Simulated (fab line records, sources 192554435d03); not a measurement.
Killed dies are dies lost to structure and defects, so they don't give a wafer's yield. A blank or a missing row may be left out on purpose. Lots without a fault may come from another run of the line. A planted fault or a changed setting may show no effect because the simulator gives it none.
Split-lot experiment | flow n5_finfet | 7 lots, 21 wafers read, on a route of 1938 steps

THE SPLIT
At N5_BEOL_M8_TRENCH_ETCH_37 (etches SiCOH lowk in C4F6/O2, target depth 93.478 nm, time 31.2 s), the setting time_s was moved away from the recipe's 31.2 s on 3 of the 21 wafers read, by -7.4% to +8.7%. The other wafers ran this setting at the recipe's value.

FROM THE SPLIT TO THE READING: what the file shows between them, 2 steps
- N5_BEOL_M8_ETCH_41: etches SiCN in CH3F/O2, target depth 31.9 nm, time 57.8 s
- N5_BEOL_M8_STRIP_80: strips in N2/H2, time 10 s

THE READING
trench_depth_nm, in nm, at N5_BEOL_M8_OCD_MEAS_38. Fault-free wafers of this fab line usually give 93.3 nm, standard deviation 1.3 nm.

wafer  | tool, chamber at the split | time_s as run, s | against the recipe | trench_depth_nm, nm | against lot-mates on the recipe
L076.1 | rie_diel-06, 1             | 31.2             | recipe             | 92.7                | -
L076.4 | rie_diel-06, 3             | 31.2             | recipe             | 92.9                | -
L076.5 | rie_diel-06, 0             | 31.2             | recipe             | 94.6                | -
L080.1 | rie_diel-05, 2             | 31.2             | recipe             | 93.6                | -
L080.2 | rie_diel-05, 3             | 31.2             | recipe             | 91.5                | -
L080.4 | rie_diel-05, 0             | 31.2             | recipe             | 94.1                | -
L081.3 | rie_diel-04, 2             | 31.2             | recipe             | 93.7                | -
L081.4 | rie_diel-04, 2             | 31.2             | recipe             | 93.6                | -
L081.5 | rie_diel-04, 3             | 31.2             | recipe             | 94.1                | -
L090.4 | rie_diel-05, 1             | 31.2             | recipe             | 93.5                | -
L090.5 | rie_diel-05, 2             | 31.2             | recipe             | 93.6                | -
L090.6 | rie_diel-05, 1             | 31.2             | recipe             | 93.7                | -
L091.2 | rie_diel-06, 3             | 33.9             | +8.7%              | 99.0                | +7.9
L091.3 | rie_diel-06, 2             | 33.9             | +8.7%              | 100.8               | +9.7
L091.6 | rie_diel-06, 1             | 31.2             | recipe             | 91.1                | -
L092.2 | rie_diel-04, 2             | 31.2             | recipe             | 92.5                | -
L092.4 | rie_diel-04, 3             | 31.2             | recipe             | 94.5                | -
L092.5 | rie_diel-04, 1             | 28.89            | -7.4%              | 85.9                | -7.6
L097.2 | rie_diel-05, 2             | 31.2             | recipe             | 93.0                | -
L097.3 | rie_diel-05, 0             | 31.2             | recipe             | 93.7                | -
L097.4 | rie_diel-05, 3             | 31.2             | recipe             | 91.8                | -

THE FIT
A straight line over all 21 wafers: trench_depth_nm changes by +0.835 nm for each +1% of time_s; r = +0.94; the points scatter about the line by 1 nm.
The same after taking each lot's own level away (the mean of its wafers on the recipe; 21 wafers): +1.02 nm for each +1%; r = +0.97; scatter 0.78 nm.
On that fit, the largest move of time_s shifts the reading by 8.8 nm.
The lots' own levels span 91.10 to 93.80 nm, that is 2.1 times the standard deviation above.
So the lot-to-lot level changes the slope: the two fits differ.
Check: with one of the wafers moved furthest among these (+8.7%) left out of the fit, the line predicts +9.39 nm for it against its lot-mates. It came out at +7.9 nm against them.

OTHER SPLITS ON THESE WAFERS
These wafers also went through other splits before the reading. Each is held against what the fit with the lots' levels taken away leaves over:
other split on the same wafers     | wafers away from the commonest value | r with trench_depth_nm (lot level and that fit taken away)
N5_BEOL_M6_TRENCH_ETCH_37 source_w | 10                                   | -0.05
N5_BEOL_M8_EXPOSE_08 dose_mj       | 9                                    | +0.12
N5_BEOL_M8_ETCH_61 bias_w          | 5                                    | +0.21

THE WHOLE CHAIN: every reading that the file lists as answering this split, in the file's order
step                      | what it does                                                      | reading                                                                   | change (the file's fit)              | r (the file's)
N5_BEOL_M8_TRENCH_ETCH_37 | etches SiCOH lowk in C4F6/O2, target depth 93.478 nm, time 31.2 s | etch.depth_nm (the simulator's own value, which no gauge read)            | +1.05 nm for each +1% of the setting | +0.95
N5_BEOL_M8_TRENCH_ETCH_37 | etches SiCOH lowk in C4F6/O2, target depth 93.478 nm, time 31.2 s | BEOL_M8.feature_depth_nm (the simulator's own value, which no gauge read) | +1.05 nm for each +1% of the setting | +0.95
N5_BEOL_M8_OCD_MEAS_38    |                                                                   | trench_depth_nm                                                           | +1.02 nm for each +1% of the setting | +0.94

THE FILE'S OWN FIT
trench_depth_nm changes by +1.02 nm for each +1% of time_s, r = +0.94.
